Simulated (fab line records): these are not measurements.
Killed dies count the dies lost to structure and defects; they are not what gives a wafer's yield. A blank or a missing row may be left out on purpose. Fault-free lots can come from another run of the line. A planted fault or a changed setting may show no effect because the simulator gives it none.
Matching of chambers | flow n5 finfet | N5_BEOL_M11_ETCH_65 on rie diel-06: 4 sister chambers
The step etches SiARC in CF4, target depth 39 nm, time 65 s. 16 wafers are shown with their chamber, then 8 later ones without.

WAFERS PAIRED WITH THEIR CHAMBERS
wafer  | chamber | drypump motor current A (A) | showerhead plenum p Torr (Torr) | throttle valve pct (%)
L077.1 | 1       | 6.48                        | 2.19                            | 15.38
L077.2 | 0       | 5.79                        | 2.20                            | 15.67
L077.5 | 2       | 6.03                        | 2.09                            | 15.60
L080.1 | 0       | 5.78                        | 2.20                            | 15.68
L080.3 | 3       | 5.78                        | 2.13                            | 16.07
L080.5 | 3       | 5.80                        | 2.13                            | 16.04
L081.2 | 2       | 6.05                        | 2.09                            | 15.63
L081.4 | 1       | 6.53                        | 2.19                            | 15.41
L081.6 | 1       | 6.52                        | 2.19                            | 15.40
L085.1 | 1       | 6.48                        | 2.19                            | 15.41
L085.3 | 3       | 5.77                        | 2.13                            | 16.07
L085.6 | 2       | 6.02                        | 2.09                            | 15.65
L089.2 | 2       | 6.01                        | 2.08                            | 15.64
L089.5 | 0       | 5.78                        | 2.20                            | 15.72
L089.6 | 1       | 6.48                        | 2.18                            | 15.41
L088.1 | 0       | 5.77                        | 2.19                            | 15.74

SIGNATURES (means of the wafers above)
reading                  | chamber 0 | chamber 1 | chamber 2 | chamber 3 | scatter within a chamber
drypump motor current A  | 5.7800    | 6.4980    | 6.0275    | 5.7833    | 0.0183
showerhead plenum p Torr | 2.1975    | 2.1880    | 2.0875    | 2.1300    | 0.00438
throttle valve pct       | 15.7025   | 15.4020   | 15.6300   | 16.0600   | 0.0223
Rule: for each reading, subtract the chamber's mean from the wafer's reading, divide by that reading's scatter and square the result; add these up over the readings and take the root, which gives the wafer's distance from the chamber. If the next closest chamber is less than 2 further off than the closest, the wafer can't be placed; otherwise it belongs to the closest. How the scatter is found: for the shown wafers, subtract from each reading the mean of its chamber, square and add these, divide the total by (wafers less chambers), then take the root.

WAFERS WITH NO CHAMBER GIVEN
wafer  | drypump motor current A (A) | showerhead plenum p Torr (Torr) | throttle valve pct (%)
L088.3 | 6.51                        | 2.18                            | 15.41
L088.6 | 6.49                        | 2.18                            | 15.44
L093.3 | 5.80                        | 2.19                            | 15.74
L093.5 | 5.77                        | 2.19                            | 15.74
L093.6 | 6.50                        | 2.18                            | 15.43
L094.1 | 6.02                        | 2.08                            | 15.69
L094.3 | 6.49                        | 2.18                            | 15.47
L094.5 | 6.03                        | 2.08                            | 15.69

WHICH CHAMBER EACH ONE RAN IN
wafer  | from the rows above | in truth
L088.3 | 1                   | 1
L088.6 | 1                   | 1
L093.3 | 0                   | 0
L093.5 | 0                   | 0
L093.6 | 1                   | 1
L094.1 | 2                   | 2
L094.3 | 1                   | 1
L094.5 | 2                   | 2
8 of 8 placed correctly. Left unplaced by these rows: 0. 0 placed wrongly.
